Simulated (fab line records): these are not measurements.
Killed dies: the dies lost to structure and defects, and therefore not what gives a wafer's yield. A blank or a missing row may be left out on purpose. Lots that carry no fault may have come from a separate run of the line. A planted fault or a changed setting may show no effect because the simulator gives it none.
Split-lot trial | flow n5Finfet | route with 1938 steps; 7 lots, 21 wafers read

ABOUT THE SPLIT
At N5_BEOL_M12_ETCH_68 (etches SOC in N2/H2, time 285 s), the setting timeS was moved away from the recipe's 285 s on 4 of the 21 wafers read, by -8.3% to +20.7%. This setting was run at the recipe's value on the other wafers.

The split's own step is where the reading is taken.

THE READING
SiARC_of_BEOL_M12_COAT_66.thkNm (the simulator's own value, which no gauge read), in nm, at N5_BEOL_M12_ETCH_68 (etches SOC in N2/H2, time 285 s). The file gives no usual value for it. Average 85.9 nm, standard deviation 0.61 nm, over the 17 wafers here run with the recipe.

wafer  | tool, chamber at the split | timeS as run, s | against the recipe | SiARC_of_BEOL_M12_COAT_66.thkNm, nm | against lot-mates on the recipe
L075.1 | rieDiel-05, 3              | 285             | recipe             | 85.4                                | -
L075.2 | rieDiel-05, 2              | 285             | recipe             | 86.8                                | -
L075.5 | rieDiel-05, 2              | 285             | recipe             | 86.6                                | -
L082.1 | rieDiel-01, 2              | 285             | recipe             | 85.2                                | -
L082.2 | rieDiel-01, 0              | 285             | recipe             | 86.2                                | -
L082.4 | rieDiel-01, 3              | 285             | recipe             | 85.4                                | -
L087.3 | rieDiel-04, 1              | 261.3           | -8.3%              | 88.2                                | +2.1
L087.5 | rieDiel-04, 1              | 285             | recipe             | 86.2                                | -
L087.6 | rieDiel-04, 2              | 285             | recipe             | 86                                  | -
L090.4 | rieDiel-01, 2              | 285             | recipe             | 86.2                                | -
L090.5 | rieDiel-01, 3              | 285             | recipe             | 85.8                                | -
L090.6 | rieDiel-01, 2              | 285             | recipe             | 86.4                                | -
L091.3 | rieDiel-05, 1              | 344.1           | +20.7%             | 80.6                                | -6.6
L091.4 | rieDiel-05, 2              | 285             | recipe             | 87.2                                | -
L091.5 | rieDiel-05, 0              | 344.1           | +20.7%             | 80.4                                | -6.8
L092.1 | rieDiel-05, 1              | 285             | recipe             | 85.4                                | -
L092.4 | rieDiel-05, 0              | 285             | recipe             | 85.2                                | -
L092.5 | rieDiel-05, 2              | 268.6           | -5.8%              | 88                                  | +2.7
L097.3 | rieDiel-05, 3              | 285             | recipe             | 85.2                                | -
L097.5 | rieDiel-05, 3              | 285             | recipe             | 85.2                                | -
L097.4 | rieDiel-05, 1              | 285             | recipe             | 85.8                                | -

FIT RESULTS
A straight line over all 21 wafers: SiARC_of_BEOL_M12_COAT_66.thkNm changes by -0.266 nm for each +1% of timeS; r = -0.95; the points scatter about the line by 0.59 nm.
The same after taking each lot's own level away (the mean of its wafers on the recipe; 21 wafers): -0.323 nm for each +1%; r = -0.98; scatter 0.41 nm.
The reading moves by 6.7 nm for the largest change in timeS, on that fit.
From 85.30 to 87.20 nm: that is the span of the lots' own levels, equal to 3.1 times the standard deviation above.
Hence the slope depends on the lot-to-lot level, as the two fits are not the same.
Check: for one of the wafers moved furthest among these (+20.7%), held out of the fit, the line's prediction against its lot-mates is -6.77 nm. Against them it came out at -6.6 nm.

THE FILE'S OWN FIT
SiARC_of_BEOL_M12_COAT_66.thkNm changes by -0.323 nm for each +1% of timeS, r = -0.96.
